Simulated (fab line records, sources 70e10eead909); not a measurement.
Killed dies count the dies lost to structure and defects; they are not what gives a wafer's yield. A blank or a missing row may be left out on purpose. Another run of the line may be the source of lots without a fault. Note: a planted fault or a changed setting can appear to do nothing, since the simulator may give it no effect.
Which of the tools did it?	flow nand harc	14 lots with 42 wafers sampled at 4 steps, on a route of 1302 steps

== WHAT THE GAUGES READ, wafer by wafer ==
NHARC_A_DECK1_JOINT_THK_MEAS_14: measures by ellipsometry. Usual: thk nm reads 50.9 nm (standard deviation 1.5).
lot	measured	on	thk nm (nm)	flag
L105	day 11 20:38	film metro-01	51.5 50.2 49.8	
L106	day 12 02:11	film metro-01	49.5 50.7 50.0	
L107	day 12 02:11	film metro-02	49.5 50.5 50.8	
L112	day 14 22:42	film metro-02	50.8 49.2 50.0	
L113	day 15 04:43	film metro-01	52.9 53.8 51.7	
L119	day 17 18:19	film metro-02	50.3 49.3 52.3	
L121	day 18 03:41	film metro-02	52.6 48.6 50.6	
L122	day 18 08:38	film metro-01	52.8 49.6 52.5	
L123	day 18 16:23	film metro-02	52.2 49.1 51.6	
L124	day 19 20:47	film metro-02	52.6 51.2 49.4	
L125	day 20 03:35	film metro-01	51.6 50.1 51.4	
L126	day 20 12:52	film metro-01	52.6 51.1 52.1	
L127	day 20 12:52	film metro-02	52.0 48.5 48.8	
L128	day 20 20:22	film metro-01	48.1 50.2 49.2	

NHARC_A_ONON_D2_THK_MEAS_08: measures by ellipsometry. Usual: thk nm reads 997 nm (standard deviation 12).
lot	measured	on	thk nm (nm)	flag
L105	day 12 21:08	film metro-02	987 983 986	
L106	day 13 08:41	film metro-01	1005 1004 1004	
L107	day 13 08:41	film metro-02	1024 1024 1024	
L112	day 15 21:14	film metro-02	1560 1562 1558 1560 1560 1557	OFF
L113	day 16 03:01	film metro-01	1538 1538 1538 1537 1537 1539	OFF
L119	day 19 08:19	film metro-01	987 984 985	
L121	day 19 08:19	film metro-02	993 992 991	
L122	day 19 12:04	film metro-02	1003 1003 1002	
L123	day 19 20:44	film metro-01	998 999 999	
L124	day 20 20:07	film metro-02	975 973 974	
L125	day 21 02:01	film metro-02	999 999 1000	
L126	day 21 15:34	film metro-01	976 977 975	
L127	day 21 15:34	film metro-02	1007 1009 1010	
L128	day 22 02:07	film metro-02	994 994 994	

NHARC_END_SORT_01. Usual: defect limited yield 89.9 % (standard deviation 2.7); killed at array 64 (standard deviation 18); killed at other 0.8 (standard deviation 1.1); killed at periphery 3.8 (standard deviation 2.7); killed dies 68 (standard deviation 18); killed open 3.3 (standard deviation 1.9); killed short 2.3 (standard deviation 1.8).
lot	measured	on	defect limited yield (%)	killed at array	killed at other	killed at periphery	killed dies	killed open	killed short	flag
L106	day 25 10:18	prober-02	94.2 94.4 91.9	39 36 54	0 0 0	0 2 1	39 38 55	1 1 4	0 4 4	
L123	day 32 09:04	prober-01	89.8 88.0 90.4	67 76 62	1 2 0	1 3 3	69 81 65	6 4 3	2 6 0	
L125	day 33 03:31	prober-02	89.7 92.0 91.7	65 48 49	2 2 2	3 4 5	70 54 56	2 5 5	3 1 0	
L126	day 33 18:46	prober-02	90.5 87.4 87.4	63 85 77	0 0 1	1 0 7	64 85 85	1 1 5	3 3 1	
L127	day 33 11:49	prober-02	93.5 93.9 95.3	34 30 25	0 0 0	10 11 7	44 41 32	5 5 5	2 1 2	
L128	day 34 15:48	prober-01	84.5 87.9 87.9	99 81 79	1 0 0	5 1 3	105 82 82	6 5 4	2 1 2	

== WHICH TOOL RAN EACH LOT (tool, then ch and the chambers of the sampled wafers, then the start) ==
lot	NHARC_A_ONON_D2_DEP_06
L105	pecvd onon-02 ch 0, day 12 20:36
L106	pecvd onon-03 ch 0, day 13 08:17
L107	pecvd onon-02 ch 0, day 13 08:20
L112	pecvd onon-02 ch 0, day 15 20:43
L113	pecvd onon-02 ch 0, day 16 02:30
L119	pecvd onon-02 ch 0, day 19 07:58
L121	pecvd onon-01 ch 0, day 19 07:48
L122	pecvd onon-03 ch 0, day 19 11:34
L123	pecvd onon-03 ch 0, day 19 20:14
L124	pecvd onon-03 ch 0, day 20 19:39
L125	pecvd onon-01 ch 0, day 21 01:34
L126	pecvd onon-02 ch 0, day 21 15:03
L127	pecvd onon-03 ch 0, day 21 15:07
L128	pecvd onon-03 ch 0, day 22 01:35
- NHARC_A_ONON_D2_DEP_06: target thk 1000 nm.

== WHAT THE TOOLS THEMSELVES READ (means of the sampled wafers that have a number; where no wafer has one, the mark that the record gives instead) ==
NHARC_A_ONON_D2_DEP_06. Usual: n2o flow sccm reads 1998 sccm (standard deviation 5.3).
lot	tool	n2o flow sccm (sccm)	flag
L105	pecvd onon-02	2000	
L106	pecvd onon-03	2000	
L107	pecvd onon-02	1997	
L112	pecvd onon-02	1996	
L113	pecvd onon-02	2002	
L119	pecvd onon-02	2001	
L121	pecvd onon-01	2000	
L122	pecvd onon-03	1999	
L123	pecvd onon-03	2002	
L124	pecvd onon-03	1995	
L125	pecvd onon-01	1998	
L126	pecvd onon-02	1998	
L127	pecvd onon-03	2001	
L128	pecvd onon-03	1994	

== THE ANSWER, worked out from the rows above alone ==
Rule: a lot counts as off when the mean over its wafers that have a number is more than 3 standard deviations away from the usual mean. A lot without any number at a reading at which 4 lots or more have one is off too. Where the step has rows for the other lots, those lots are counted as sound. The gauges are gone through in route order, then the tools' own readings, and for those a lot's mean is taken as printed above. At the first step where some lot is off, the reading lying furthest off is the one used; lots without a number count as furthest.
Off at NHARC_A_ONON_D2_THK_MEAS_08 (thk nm): L112, L113.
If a tool, at a process step before that reading, ran all the lots that are off and no sound lot after the first of them, it fits. Gauges at NHARC_A_ONON_D2_THK_MEAS_08: tried the same way as those tools. Not one of the candidates tried fits.

== WHAT THE SIMULATOR HAD INSERTED ==
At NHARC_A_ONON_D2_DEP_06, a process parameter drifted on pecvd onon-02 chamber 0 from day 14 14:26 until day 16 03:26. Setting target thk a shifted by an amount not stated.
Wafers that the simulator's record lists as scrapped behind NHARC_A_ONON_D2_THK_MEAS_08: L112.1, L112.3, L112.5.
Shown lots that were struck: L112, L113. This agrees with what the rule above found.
